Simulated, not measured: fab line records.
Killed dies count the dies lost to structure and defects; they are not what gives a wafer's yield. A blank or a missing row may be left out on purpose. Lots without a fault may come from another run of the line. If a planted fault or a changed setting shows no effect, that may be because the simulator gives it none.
fab line records    flow n5-finfet
record lots=15  wafers=45  last-day=17
route steps=1938 shown DUMMY_GATE@232 SD_EPI_P@302
lots that met no fault: from a run of the same line without faults
start-h: the number of hours between the record's first day and the start of the first shown wafer of the lot    wait-h: hours from the lot's prior step to this one    " the same as in the row above    L1.1+2: several wafers, shown together as one row    - value missing, or start not given    * or withheld: withheld    < > ~ a bound
route shown NAME@n: a module of which the file shows steps, and the number in the route of the first    usual: average and standard deviation across the fault-free wafers    same: alike in all rows    chamber/n: place in a boat    sites: per-site readings    _std_site: their standard deviation    _edge_site: the outer-site mean with the inner-site mean subtracted    radius-mm: for every site, how far away it sits from the centre of the wafer    mask NAME#n: copy n    behind: the most recent tool/chamber to have shaped the wafer    hold: cause of the lot's hold/its duration in hours/its outcome    device: which transistor (n, p or np) failed to switch    end of line: the tests these same wafers got at the end of their route    where a step has no rows: the recipe by itself    killed: count of dies lost to structure and defects at first sort (not the wafer's yield)    map: a wafer's dies, x killed, . not, _ none there
set.NAME: the run value of the setting; set.NAME@STEP: its run value at that earlier step    model.NAME: the simulator's own value behind a step, which no gauge read
the route's steps for a sample of lots (tables are steps, rows are wafers)
services: when a tool's chamber went out of use (start-h, in hours from the record's first day, below 0 if earlier), for how many hours, and the reason
## steps
# step N5_DUMMY_GATE_OVL_MEAS_16
# recipe points-per-wafer=522
# usual GATE_OVL=0.3/0.74
lot.wafer  tool        chamber  start-h  wait-h  GATE_OVL[nm]
L526.1     overlay-02  0        51.44    0.0     1.1
L526.2     "           0        "        "       2.5
L526.4     "           0        "        "       0.6
L527.1     overlay-02  0        62.16    0.0     0.7
L527.2     "           0        "        "       0.0
L527.4     "           0        "        "       -0.2
L528.1     overlay-02  0        65.03    0.0     -0.9
L528.5     "           0        "        "       0.2
L528.6     "           0        "        "       -0.3
L531.2     overlay-01  0        83.18    0.0     1.5
L531.5     "           0        "        "       0.8
L531.6     "           0        "        "       1.0
L536.3     overlay-02  0        119.68   0.0     1.1
L536.4     "           0        "        "       0.4
L536.5     "           0        "        "       0.2
L537.2     overlay-01  0        119.71   0.0     0.6
L537.5     "           0        "        "       0.4
L537.6     "           0        "        "       0.7
L539.1     overlay-02  0        130.39   0.0     -1.3
L539.3     "           0        "        "       -1.2
L539.4     "           0        "        "       -0.7
L540.1     overlay-02  0        136.42   0.0     0.7
L540.3     "           0        "        "       0.2
L540.6     "           0        "        "       0.2
L541.1     overlay-01  0        145.40   0.0     0.6
L541.3     "           0        "        "       0.5
L541.5     "           0        "        "       0.5
L542.1     overlay-01  0        148.18   0.0     1.2
L542.5     "           0        "        "       2.0
L542.6     "           0        "        "       1.7
L543.1     overlay-02  0        157.77   0.0     -0.3
L543.2     "           0        "        "       -0.4
L543.3     "           0        "        "       -0.7
L544.1     overlay-01  0        161.11   0.0     0.0
L544.2     "           0        "        "       -0.2
L544.4     "           0        "        "       0.0
L545.2     overlay-01  0        165.81   0.0     0.6
L545.4     "           0        "        "       0.4
L545.6     "           0        "        "       -0.6
L547.2     overlay-02  0        179.45   0.0     0.1
L547.4     "           0        "        "       -1.4
L547.6     "           0        "        "       -0.2
L548.3     overlay-02  0        184.00   0.0     0.5
L548.4     "           0        "        "       -0.4
L548.5     "           0        "        "       -0.4
# step N5_DUMMY_GATE_ETCH_23
# recipe chemistry=HBr/Cl2/O2  HBr_flow_sccm=150  Cl2_flow_sccm=80  O2_flow_sccm=12  bias-w=102  target-depth-a=410  time-s=22.3  target=poly-Si  mask-material=SiO2  pressure-mtorr=10  icp-w=800
# usual drypump-motor-current-A=5.8/0.38  oes-product-au=0.999/0.02  throttle-valve-pct=37.19/0.27
lot.wafer  tool       chamber  start-h  wait-h  drypump-motor-current-A  oes-product-au  rf-hours-counter-h  throttle-valve-pct
L526.1     rie-si-05  1        52.39    0.0     5.9                      0.989           26                  36.59
L526.2     "          0        "        "       5.8                      1.009           122                 37.48
L526.4     "          3        "        "       6.7                      0.996           12                  37.29
L527.1     rie-si-01  3        63.08    0.0     5.8                      0.986           175                 37.18
L527.2     "          2        "        "       6.2                      1.028           7                   37.18
L527.4     "          0        "        "       5.3                      1.010           154                 37.03
L528.1     rie-si-05  2        65.82    0.0     5.5                      1.005           19                  37.17
L528.5     "          2        "        "       5.5                      0.992           -                   37.16
L528.6     "          3        "        "       6.7                      0.994           -                   37.31
L531.2     rie-si-01  3        83.96    0.0     5.8                      0.984           176                 37.18
L531.5     "          3        "        "       5.8                      0.994           -                   37.16
L531.6     "          2        "        "       6.2                      1.045           -                   37.17
L536.3     rie-si-03  2        120.76   0.0     5.3                      1.020           44                  36.76
L536.4     "          0        "        "       5.6                      1.022           88                  37.72
L536.5     "          2        "        "       5.3                      1.016           -                   36.77
L537.2     rie-si-05  3        120.76   0.0     6.7                      0.989           13                  37.29
L537.5     "          1        "        "       5.9                      0.993           -                   36.61
L537.6     "          2        "        "       5.5                      0.990           -                   37.16
L539.1     rie-si-03  0        132.10   0.0     5.6                      1.018           89                  37.74
L539.3     "          1        "        "       5.6                      1.007           170                 37.14
L539.4     "          2        "        "       5.3                      1.018           44                  36.80
L540.1     rie-si-01  2        137.21   0.0     6.2                      1.024           8                   37.17
L540.3     "          1        "        "       5.7                      0.968           94                  37.50
L540.6     "          2        "        "       6.2                      1.023           -                   37.17
L541.1     rie-si-01  3        146.38   0.0     5.8                      0.993           177                 37.17
L541.3     "          0        "        "       5.3                      1.006           156                 37.02
L541.5     "          0        "        "       5.3                      1.000           -                   37.01
L542.1     rie-si-03  2        148.99   0.0     5.4                      1.026           45                  36.80
L542.5     "          0        "        "       5.6                      0.995           -                   37.73
L542.6     "          1        "        "       5.6                      1.003           -                   37.15
L543.1     rie-si-01  0        158.57   0.0     5.3                      1.004           156                 37.01
L543.2     "          3        "        "       5.8                      0.996           177                 37.16
L543.3     "          2        "        "       6.2                      1.026           8                   37.18
L544.1     rie-si-05  0        161.95   0.0     5.8                      1.005           124                 37.48
L544.2     "          2        "        "       5.5                      0.996           21                  37.18
L544.4     "          1        "        "       5.9                      0.997           28                  36.61
L545.2     rie-si-05  1        166.91   0.0     5.9                      1.000           28                  36.61
L545.4     "          3        "        "       6.8                      1.000           14                  37.30
L545.6     "          2        "        "       5.5                      0.998           -                   37.17
L547.2     rie-si-05  3        180.23   0.0     6.8                      0.982           14                  37.29
L547.4     "          1        "        "       5.9                      0.992           28                  36.60
L547.6     "          3        "        "       6.7                      0.988           -                   37.31
L548.3     rie-si-01  2        184.79   0.0     6.2                      1.036           9                   37.18
L548.4     "          1        "        "       5.7                      0.973           95                  37.50
L548.5     "          1        "        "       5.6                      0.968           -                   37.50
# step N5_SD_EPI_P_DEVELOP_08
# recipe develop-time-s=30  developer=TMAH  resist=CAR-ArF-block  dev-temp-c=23  rinse-liquid=diw  dry=air-spin
# usual chill-plate-temp-C=22.99/0.1  develop-time-s=30/0
lot.wafer  tool            chamber  start-h  wait-h  chill-plate-temp-C  develop-time-s
L526.1     litho-track-05  0        59.06    -       23.20               30
L526.2     "               0        "        "       23.03               30
L526.4     "               0        "        "       22.94               30
L527.1     litho-track-01  0        70.13    -       23.14               30
L527.2     "               0        "        "       22.91               30
L527.4     "               0        "        "       22.98               30
L528.1     litho-track-01  0        72.42    -       23.15               30
L528.5     "               0        "        "       23.04               30
L528.6     "               0        "        "       22.79               30
L531.2     litho-track-01  0        91.83    -       23.06               30
L531.5     "               0        "        "       23.00               30
L531.6     "               0        "        "       22.97               30
L537.2     litho-track-01  0        128.04   -       23.04               30
L537.5     "               0        "        "       23.01               30
L537.6     "               0        "        "       22.99               30
L536.3     litho-track-04  0        128.13   -       22.87               30
L536.4     "               0        "        "       23.00               30
L536.5     "               0        "        "       23.05               30
L539.1     litho-track-05  -        139.69   -       -                   -
L539.3     "               -        "        "       -                   -
L539.4     "               -        "        "       -                   -
L540.1     litho-track-05  -        146.70   -       -                   -
L540.3     "               -        "        "       -                   -
L540.6     "               -        "        "       -                   -
L541.1     litho-track-01  -        153.84   -       -                   -
L541.3     "               -        "        "       -                   -
L541.5     "               -        "        "       -                   -
L542.1     litho-track-05  0        155.19   -       22.88               30
L542.5     "               0        "        "       22.94               30
L542.6     "               0        "        "       22.97               30
L543.1     litho-track-04  0        164.78   -       22.96               30
L543.2     "               0        "        "       22.87               30
L543.3     "               0        "        "       22.99               30
L544.1     litho-track-01  0        168.42   -       23.05               30
L544.2     "               0        "        "       22.90               30
L544.4     "               0        "        "       23.05               30
L545.2     litho-track-05  0        172.76   -       22.98               30
L545.4     "               0        "        "       23.19               30
L545.6     "               0        "        "       23.12               30
L547.2     litho-track-01  0        188.50   -       23.15               30
L547.4     "               0        "        "       23.12               30
L547.6     "               0        "        "       23.08               30
L548.3     litho-track-01  0        191.49   -       23.00               30
L548.4     "               0        "        "       22.96               30
L548.5     "               0        "        "       23.09               30
## services
tool            chamber  start-h  hours  kind
rie-si-03       1        54.14    13.9   repair
rie-si-03       1        83.98    27.1   repair
rie-si-01       2        108.49   2.1    repair
rie-si-01       1        119.99   5.5    repair
litho-track-04  -        122.55   -      consumable-replace:filter
rie-si-05       1        129.49   1.0    repair
rie-si-05       -        135.91   0.4    repair
rie-si-03       0        150.46   5.1    repair
## key
first-sign step=N5_SD_EPI_P_DEVELOP_08  reading=tool-record  direction=missing
effect none on later readings
met-at N5_SD_EPI_P_DEVELOP_08
struck-lots L539,L540,L541
later-rows-left-out L539.1,L539.3,L539.4,L540.1,L540.3,L540.6,L541.1,L541.3,L541.5
sort-left-out L539.1,L539.3,L539.4,L540.1,L540.3,L540.6,L541.1,L541.3,L541.5
not-acting-at N5_DUMMY_GATE_OVL_MEAS_16,N5_DUMMY_GATE_ETCH_23
onset-between 128.04 139.69
fault kind=skipped-step-whole  tool=litho-track-01,litho-track-05  chamber=-  onset-h=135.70  steps=N5_SD_EPI_P_DEVELOP_08  scope=struck-lots-only
# sort-left-out: the simulated sort isn't trusted on such a fault, so these wafers' sort isn't shown, and their yield isn't known
# later-rows-left-out: the simulator's readings of these wafers behind a module that went badly wrong aren't trusted and aren't shown, but for the sort
